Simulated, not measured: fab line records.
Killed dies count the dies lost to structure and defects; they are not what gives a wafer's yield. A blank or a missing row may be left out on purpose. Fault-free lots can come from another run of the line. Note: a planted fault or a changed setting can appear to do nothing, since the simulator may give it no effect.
A struck lot beside a sound one | flow n5_finfet | 15 steps out of a route of 1938
Sound: wafers L663.4, L663.5, L663.6. Wafers struck: L661.2, L661.5, L661.6. The cause is named last.
Per side, at each step with rows, come the tool, then ch with its chambers, and then its first start. Under that, the readings that differ: sound wafers | struck wafers | difference of the means | sigmas: that difference in standard deviations of wafers without a fault.
alike: a reading whose means differ by less than 2 such deviations, as well as words and numbers matching on both sides. not compared: withheld readings; readings where some wafer has no value; bounds like >300 that might hide an equal value; numbers whose values overlap and for which the record gives no deviation.
Wherever a step has rows on one side only, a row that says differs or no value, or a row with sigmas, the two part there. When numbers do not overlap yet have no deviation, they are printed without sigmas and do not part them. Lack of a reading on every wafer of one side parts them only where that side has two or more wafers.

first, 7 steps without rows for these wafers: N5_BEOL_M7_COAT_60 (time 60 s, resist thk 35 nm); N5_BEOL_M7_COAT_05 (resist thk 90 nm); N5_BEOL_M7_EBR_07; N5_BEOL_M7_SOFTBAKE_06 (time 60 s); N5_BEOL_M7_EXPOSE_08 (exposes mask M7); N5_BEOL_M7_PEB_09 (peb time 60 s); N5_BEOL_M7_DEVELOP_10 (develop time 30 s).
N5_BEOL_M7_CD_MEAS_11: the cd target is 38.5 nm.
  sound on cd_sem-01 ch 0, day 14 02:35; struck on cd_sem-02 ch 0, day 13 11:30
  alike: cd_nm
N5_BEOL_M7_OVL_MEAS_12:
  sound on overlay-02 ch 0, day 14 02:37; struck on overlay-01 ch 0, day 13 11:32
  alike: M7_OVL
N5_BEOL_M7_INSPECT_13: inspects for defects (brightfield).
  sound on defect_inspect-02, day 14 02:38; struck on defect_inspect-01, day 13 11:34
  alike: raw_defect_count
N5_BEOL_M7_DESCUM_16: chemistry O2, time 7.9 s.
  sound on rie_diel-04 ch 1,2, day 14 02:40; struck on rie_diel-03 ch 2,3, day 13 11:35
  alike: drypump_motor_current_A, oes_product_au, rf_vpp_V, showerhead_plenum_p_Torr, throttle_valve_pct
  not compared: rf_hours_counter_h
N5_BEOL_M7_ETCH_61: etches SiARC in CF4, target depth 45.5 nm, time 75.8 s.
  sound on rie_diel-04 ch 1,2, day 14 02:43; struck on rie_diel-03 ch 2,3, day 13 11:38
  alike: bias_w, drypump_motor_current_A, etch_rf_on_time_s, oes_product_au, rf_fwd_power_W, rf_vpp_V, showerhead_plenum_p_Torr, throttle_valve_pct
  not compared: rf_hours_counter_h
N5_BEOL_M7_ETCH_62: etches SOC in N2/H2, target depth 110 nm, overetch 22 nm, time 165 s.
  sound on rie_diel-04 ch 1,2, day 14 02:46; struck on rie_diel-03 ch 2,3, day 13 11:41
  reading                                    | sound             | struck               | difference | sigmas
  rf_fwd_power_W (W)                         | 839.6 834.5 834.1 | 1034.5 1038.7 1034.5 | +199.8     | +74
  rf_vpp_V (V)                               | 522.0 528.8 520.9 | 490.3 492.7 489.5    | -33.1      | -11
  model.SiARC_of_BEOL_M7_COAT_60.thk_nm (nm) | 28.6 28.6 28.6    | 27.2 27 27.4         | -1.4       |
  alike: bias_w, drypump_motor_current_A, oes_product_au, showerhead_plenum_p_Torr, throttle_valve_pct
  not compared: rf_hours_counter_h
then, 2 steps without rows for these wafers: N5_BEOL_M7_STRIP_68 (strips in N2/H2); N5_PASSIVATION_PROBE_49.

== WHERE THEY PART ==
At N5_BEOL_M7_ETCH_62 and nowhere else, as far as this record goes.

WHY: what the simulator had put in
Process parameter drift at N5_BEOL_M7_ETCH_62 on rie_diel-03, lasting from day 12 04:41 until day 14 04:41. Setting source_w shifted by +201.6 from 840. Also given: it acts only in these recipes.
